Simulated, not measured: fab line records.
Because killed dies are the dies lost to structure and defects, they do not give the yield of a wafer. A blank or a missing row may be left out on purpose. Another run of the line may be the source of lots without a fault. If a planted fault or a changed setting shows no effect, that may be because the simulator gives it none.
Chamber matching	flow n5_finfet	N5_DUMMY_GATE_ALD_02 on ald_sin-04: 4 sister chambers
The step deposits SiO2, target thk 2 nm, pulse time 1 s. 18 wafers are shown with their chamber, then 9 later ones without.

## EACH WAFER AND ITS CHAMBER
wafer	chamber	heater_power_w (W)	heater_power_outer_w (W)	precursor_pulse_height_rel
L074.4	2	435	262	0.996
L074.5	3	439	248	1.010
L074.6	0	521	285	1.005
L076.1	1	493	290	1.020
L076.3	3	442	233	1.016
L076.4	2	436	254	0.998
L077.2	1	486	295	0.975
L077.4	3	442	241	0.974
L077.5	3	436	239	0.968
L080.1	2	442	254	1.017
L080.5	2	428	256	1.042
L080.6	1	511	299	1.009
L084.1	2	451	253	0.964
L084.2	3	441	246	0.998
L084.4	0	538	276	0.982
L087.3	3	451	251	1.027
L087.4	2	436	256	0.992
L087.6	0	531	276	1.001

SIGNATURES, as means of the wafers listed above
reading	chamber 0	chamber 1	chamber 2	chamber 3	scatter within a chamber
heater_power_w	530.00	496.67	438.00	441.83	8.05
heater_power_outer_w	279.00	294.67	255.83	243.00	5.11
precursor_pulse_height_rel	0.99600	1.00133	1.00150	0.99883	0.0233
Rule: a wafer lies at a distance from a chamber equal to the root of the sum of squares, over the readings, of (its reading less the chamber's mean, divided by the reading's scatter). If the next closest chamber is less than 2 further off than the closest, the wafer can't be placed; otherwise it belongs to the closest. The scatter: the root of (the sum of the squares of (reading less its chamber's mean) over the shown wafers, divided by (wafers less chambers)).

## WAFERS MISSING THEIR CHAMBER
wafer	heater_power_w (W)	heater_power_outer_w (W)	precursor_pulse_height_rel
L089.4	499	296	0.951
L089.5	523	282	1.033
L089.6	448	233	0.996
L090.3	437	254	0.998
L090.5	445	245	0.981
L090.6	438	251	0.996
L095.1	479	302	0.994
L095.5	428	258	0.989
L095.6	498	296	0.994

## EACH ONE'S CHAMBER
wafer	from the rows above	in truth
L089.4	1	1
L089.5	0	0
L089.6	3	3
L090.3	can't be placed: 2 or 3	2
L090.5	can't be placed: 3 or 2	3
L090.6	can't be placed: 2 or 3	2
L095.1	1	1
L095.5	2	2
L095.6	1	1
6 of 9 placed correctly. Can't be placed from these rows: 3 (the true chamber is among the candidates in 3). Placed wrongly: 0.
